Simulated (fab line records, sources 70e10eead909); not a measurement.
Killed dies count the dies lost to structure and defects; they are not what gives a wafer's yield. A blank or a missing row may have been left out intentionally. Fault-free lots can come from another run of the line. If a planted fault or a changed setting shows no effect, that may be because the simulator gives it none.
The tool behind it: which one? -- flow nand harc -- 24 lots, 72 wafers sampled, at 5 steps of a route of 1302

WHAT EACH GAUGE READ, for each wafer
NHARC_P_ZERO_WELL_CD_MEAS_24: the cd target is 720 nm. Usual: cd nm reads 720.7 nm (standard deviation 2).
lot,measured,on,cd nm (nm),flag
L074,day 1 22:42,cd sem-02,718.9 721.4 720.6,
L075,day 2 09:01,cd sem-01,721.2 722.6 721.6,
L076,day 2 18:28,cd sem-03,724.3 719.4 721.3,
L077,day 3 04:39,cd sem-02,721.6 720.0 720.1,
L078,day 3 14:38,cd sem-01,722.2 721.7 723.9,
L079,day 4 00:29,cd sem-03,720.1 719.2 717.8,
L080,day 4 10:27,cd sem-03,726.1 719.2 720.8,
L081,day 4 20:35,cd sem-03,719.0 718.5 717.1,
L082,day 5 06:37,cd sem-01,719.8 717.2 721.0,
L083,day 5 16:31,cd sem-01,720.1 724.2 719.4,
L084,day 6 02:39,cd sem-02,720.1 718.4 719.1,
L085,day 6 12:35,cd sem-02,723.8 722.6 721.6,
L086,day 6 22:29,cd sem-01,721.7 719.1 719.2,
L087,day 7 08:31,cd sem-01,717.5 719.0 720.8,
L088,day 7 18:35,cd sem-01,721.4 719.6 720.8,
L089,day 8 04:28,cd sem-01,717.9 719.8 716.8,
L090,day 8 14:23,cd sem-03,720.2 719.9 718.1,
L091,day 9 00:29,cd sem-01,720.2 722.7 722.5,
L092,day 9 10:20,cd sem-01,722.3 721.8 724.4,
L093,day 9 22:09,cd sem-02,721.5 723.4 721.5,
L094,day 10 06:38,cd sem-03,722.6 720.6 723.9,
L095,day 10 16:44,cd sem-01,720.3 722.4 719.4,
L096,day 11 02:31,cd sem-02,724.3 722.9 721.9,
L097,day 11 12:30,cd sem-02,722.6 719.8 723.1,

NHARC_P_STI_OCD_MEAS_43. Usual: trench depth nm 300 nm, standard deviation 4.3; trench foot cd nm 157.2 nm, standard deviation 2.2.
lot,measured,on,trench depth nm (nm),trench foot cd nm (nm),flag
L074,day 2 21:41,ocd-02,291 296 292,157.7 153.7 157.7,
L075,day 3 09:08,ocd-02,299 291 302,157.3 157.7 156.3,
L076,day 3 15:29,ocd-01,297 299 298,157.2 159.1 157.4,
L077,day 4 03:21,ocd-02,300 300 300,157.2 153.9 156.5,
L078,day 4 15:00,ocd-02,302 303 298,156.1 154.9 157.2,
L079,day 4 23:28,ocd-02,301 295 301,159.0 158.5 156.4,
L080,day 5 08:55,ocd-01,291 295 300,159.0 160.7 158.1,
L081,day 5 19:53,ocd-02,300 297 300,159.0 156.9 155.2,
L082,day 6 06:11,ocd-01,306 294 308,155.7 157.1 157.0,
L083,day 6 17:44,ocd-02,296 306 298,160.0 155.8 159.5,
L084,day 7 01:40,ocd-02,302 304 304,154.2 156.3 158.3,
L085,day 7 16:30,ocd-02,300 296 300,155.5 158.3 158.9,
L086,day 7 19:41,ocd-02,298 308 307,154.6 154.5 153.9,
L087,day 8 07:29,ocd-01,300 298 299,157.2 154.3 159.2,
L088,day 8 16:03,ocd-02,300 293 300,158.8 158.2 156.1,
L089,day 9 01:23,ocd-02,301 304 294,157.8 158.3 159.6,
L090,day 9 13:43,ocd-01,294 302 308,160.2 155.2 155.8,
L091,day 9 22:01,ocd-01,294 305 304,155.5 155.0 155.5,
L092,day 10 10:37,ocd-02,306 308 300,153.1 158.8 156.1,
L093,day 10 19:26,ocd-01,300 295 294,159.8 163.4 161.9,
L094,day 11 08:13,ocd-02,307 305 306,156.6 153.9 156.4,
L095,day 11 16:02,ocd-02,294 299 299,157.0 158.3 157.5,
L096,day 12 02:16,ocd-02,296 292 299,157.5 158.8 156.1,
L097,day 12 10:56,ocd-01,299 301 301,157.7 158.8 157.6,

NHARC_P_CONTACT_INSPECT_14. Usual: raw defect count reads 4.3 (standard deviation 2.6).
lot,measured,on,raw defect count,flag
L074,day 5 19:44,defect inspect-02,2 2 0,
L075,day 6 09:05,defect inspect-02,11 6 11,
L076,day 6 16:38,defect inspect-01,3 6 3,
L077,day 7 03:21,defect inspect-01,3 3 2,
L078,day 7 15:35,defect inspect-01,1 2 3,
L079,day 8 03:36,defect inspect-01,5 5 8,
L080,day 8 17:17,defect inspect-02,4 2 3,
L081,day 8 17:55,defect inspect-02,2 2 1,
L082,day 9 05:55,defect inspect-02,7 4 5,
L083,day 9 17:08,defect inspect-01,2 1 3,
L084,day 9 23:49,defect inspect-02,3 12 8,
L085,day 10 14:23,defect inspect-01,3 5 0,
L086,day 10 13:28,defect inspect-02,5 3 7,
L087,day 11 11:30,defect inspect-02,2 5 5,
L088,day 12 05:21,defect inspect-02,1 2 2,
L089,day 12 02:29,defect inspect-02,6 6 9,
L090,day 12 16:10,defect inspect-01,5 4 5,
L091,day 12 20:23,defect inspect-01,7 3 4,
L092,day 13 08:51,defect inspect-02,4 1 4,
L093,day 13 22:17,defect inspect-02,6 3 7,
L094,day 14 08:22,defect inspect-01,3 5 9,
L095,day 14 09:56,defect inspect-01,7 4 8,
L096,day 14 23:21,defect inspect-02,6 5 9,
L097,day 15 07:10,defect inspect-02,6 2 2,

EACH LOT AND THE TOOL THAT RAN IT (in order: tool; ch and the chambers of the sampled wafers; start)
lot,NHARC_P_STI_DESCUM_14,NHARC_P_STI_ETCH_42
L074,"rie diel-06 ch 0,3, day 2 20:39","rie diel-06 ch 1,2,3, day 2 20:44"
L075,"rie diel-11 ch 1,2, day 3 08:07","rie diel-11 ch 0,2,3, day 3 08:12"
L076,"rie diel-06 ch 0,3, day 3 14:23","rie diel-06 ch 2,3, day 3 14:28"
L077,"rie diel-06 ch 1,2, day 4 02:19","rie diel-06 ch 0,2, day 4 02:25"
L078,"rie diel-06 ch 0,1,3, day 4 13:59","rie diel-06 ch 2,3, day 4 14:04"
L079,"rie diel-06 ch 0,1,2, day 4 22:28","rie diel-06 ch 1,2,3, day 4 22:32"
L080,"rie diel-09 ch 1,2, day 5 07:53","rie diel-09 ch 1,3, day 5 07:59"
L081,"rie diel-11 ch 0,2,3, day 5 18:52","rie diel-11 ch 0,1,3, day 5 18:56"
L082,"rie diel-09 ch 0,1,3, day 6 05:07","rie diel-09 ch 0,1,2, day 6 05:13"
L083,"rie diel-11 ch 1,2,3, day 6 16:41","rie diel-11 ch 0,1,3, day 6 16:47"
L084,"rie diel-06 ch 0,2,3, day 7 00:38","rie diel-06 ch 1,2,3, day 7 00:43"
L085,"rie diel-06 ch 0,3, day 7 15:28","rie diel-06 ch 1,2, day 7 15:33"
L086,"rie diel-09 ch 1,2, day 7 18:40","rie diel-09 ch 1,2, day 7 18:45"
L087,"rie diel-09 ch 1,3, day 8 06:26","rie diel-09 ch 0,3, day 8 06:31"
L088,"rie diel-09 ch 1,3, day 8 15:01","rie diel-09 ch 0,1,3, day 8 15:06"
L089,"rie diel-06 ch 0,1,3, day 9 00:21","rie diel-06 ch 0,3, day 9 00:25"
L090,"rie diel-09 ch 2,3, day 9 12:41","rie diel-09 ch 0,1,2, day 9 12:47"
L091,"rie diel-11 ch 0,2,3, day 9 21:00","rie diel-11 ch 0,1,2, day 9 21:04"
L092,"rie diel-06 ch 0,1,2, day 10 09:31","rie diel-06 ch 0,1,3, day 10 09:40"
L093,"rie diel-11 ch 0,2,3, day 10 17:56","rie diel-11 ch 0,2,3, day 10 18:01"
L094,"rie diel-06 ch 2,3, day 11 07:08","rie diel-06 ch 1,2,3, day 11 07:14"
L095,"rie diel-11 ch 0,1,2, day 11 15:00","rie diel-11 ch 0,1, day 11 15:04"
L096,"rie diel-11 ch 1,2,3, day 12 01:14","rie diel-11 ch 0,2,3, day 12 01:19"
L097,"rie diel-09 ch 1,2,3, day 12 09:53","rie diel-09 ch 1,2, day 12 09:59"
- NHARC_P_STI_DESCUM_14: chemistry O2, time 3 s.
- NHARC_P_STI_ETCH_42: etches the open film in N2/H2, target depth 80 nm, overetch 24 nm, time 61 s.

AS READ BY THE TOOLS THEMSELVES (means over the sampled wafers that have a number; for cases with no such wafer, the mark the record gives instead)
NHARC_P_STI_DESCUM_14. Usual: drypump motor current A 5.5 A, standard deviation 0.51; oes product au 1.000 a.u., standard deviation 0.0099; rf vpp V 57.7 V, standard deviation 0.86; showerhead plenum p Torr 1.89 Torr, standard deviation 0.09; throttle valve pct 11.312 %, standard deviation 0.0097.
lot,tool,drypump motor current A (A),oes product au (a.u.),rf vpp V (V),showerhead plenum p Torr (Torr),throttle valve pct (%),flag
L074,rie diel-06,5.3,1.010,57.9,1.83,11.315,
L075,rie diel-11,5.6,1.007,58.2,1.86,11.320,
L076,rie diel-06,5.3,1.013,57.7,1.83,11.300,
L077,rie diel-06,5.5,0.997,58.1,1.83,11.302,
L078,rie diel-06,5.4,1.009,56.8,1.80,11.316,
L079,rie diel-06,5.4,1.010,57.9,1.85,11.313,
L080,rie diel-09,4.9,0.983,57.6,1.97,11.312,
L081,rie diel-11,6.1,1.000,58.7,1.95,11.313,
L082,rie diel-09,5.4,0.999,57.5,1.91,11.302,
L083,rie diel-11,5.9,0.990,58.0,1.88,11.301,
L084,rie diel-06,5.4,0.998,57.2,1.85,11.308,
L085,rie diel-06,5.3,0.996,57.8,1.83,11.311,
L086,rie diel-09,5.2,0.999,57.4,1.91,11.312,
L087,rie diel-09,5.5,0.992,57.1,1.85,11.315,
L088,rie diel-09,5.6,0.997,57.5,1.87,11.319,
L089,rie diel-06,5.4,1.000,57.6,1.80,11.303,
L090,rie diel-09,5.3,1.000,57.6,1.93,11.311,
L091,rie diel-11,6.2,1.001,58.1,1.95,11.302,
L092,rie diel-06,5.4,1.005,57.9,1.85,11.307,
L093,rie diel-11,6.2,1.003,57.6,1.95,11.306,
L094,rie diel-06,5.5,1.002,57.4,1.82,11.308,
L095,rie diel-11,6.0,1.000,57.9,1.92,11.313,
L096,rie diel-11,5.9,0.999,58.0,1.87,11.303,
L097,rie diel-09,5.3,0.994,57.7,1.91,11.322,

NHARC_P_STI_ETCH_42. Usual: drypump motor current A 5.6 A, standard deviation 0.52; oes product au 1.000 a.u., standard deviation 0.01; rf vpp V 429.8 V, standard deviation 2.9; showerhead plenum p Torr 2.02 Torr, standard deviation 0.1; throttle valve pct 14.170 %, standard deviation 0.0094.
lot,tool,drypump motor current A (A),oes product au (a.u.),rf vpp V (V),showerhead plenum p Torr (Torr),throttle valve pct (%),flag
L074,rie diel-06,5.5,0.997,428.2,1.95,14.170,
L075,rie diel-11,6.2,1.001,431.6,2.08,14.173,
L076,rie diel-06,5.5,1.003,428.0,1.95,14.172,
L077,rie diel-06,5.3,1.009,429.4,2.00,14.173,
L078,rie diel-06,5.5,1.011,428.2,1.95,14.182,
L079,rie diel-06,5.5,1.005,428.4,1.95,14.170,
L080,rie diel-09,5.6,0.989,429.0,1.99,14.167,
L081,rie diel-11,6.3,0.995,430.9,2.06,14.167,
L082,rie diel-09,5.0,0.985,431.7,2.09,14.171,
L083,rie diel-11,6.3,1.004,431.3,2.06,14.174,
L084,rie diel-06,5.5,1.002,427.5,1.94,14.165,
L085,rie diel-06,5.5,1.002,427.3,1.94,14.176,
L086,rie diel-09,4.9,0.993,432.2,2.10,14.158,
L087,rie diel-09,5.2,1.006,431.8,2.09,14.168,
L088,rie diel-09,5.4,0.992,431.0,2.03,14.171,
L089,rie diel-06,5.4,1.001,426.6,1.92,14.171,
L090,rie diel-09,5.0,0.994,432.4,2.09,14.166,
L091,rie diel-11,6.0,0.999,431.4,2.04,14.162,
L092,rie diel-06,5.4,1.006,427.5,1.92,14.173,
L093,rie diel-11,6.2,1.006,431.6,2.08,14.161,
L094,rie diel-06,5.5,1.005,427.6,1.94,14.169,
L095,rie diel-11,6.4,0.998,432.9,2.11,14.172,
L096,rie diel-11,6.2,0.991,432.5,2.08,14.171,
L097,rie diel-09,4.9,0.987,432.1,2.10,14.171,

THE ANSWER, worked out from the rows above alone
Rule: a lot counts as off when the mean over its wafers that have a number is more than 3 standard deviations away from the usual mean. Also off: a lot with no number at a reading for which 4 or more lots have one. Where the step has rows for the other lots, those lots are counted as sound. Order of review: gauges by route order, followed by the tools' own readings, for which a lot's mean as printed above is used. The first step at which some lot is off is used, and at that step the reading that is off furthest; a lot without a number counts as furthest.
Nothing can be told from this: no lot is off at any reading shown.

WHAT THE SIMULATOR HAD INSERTED
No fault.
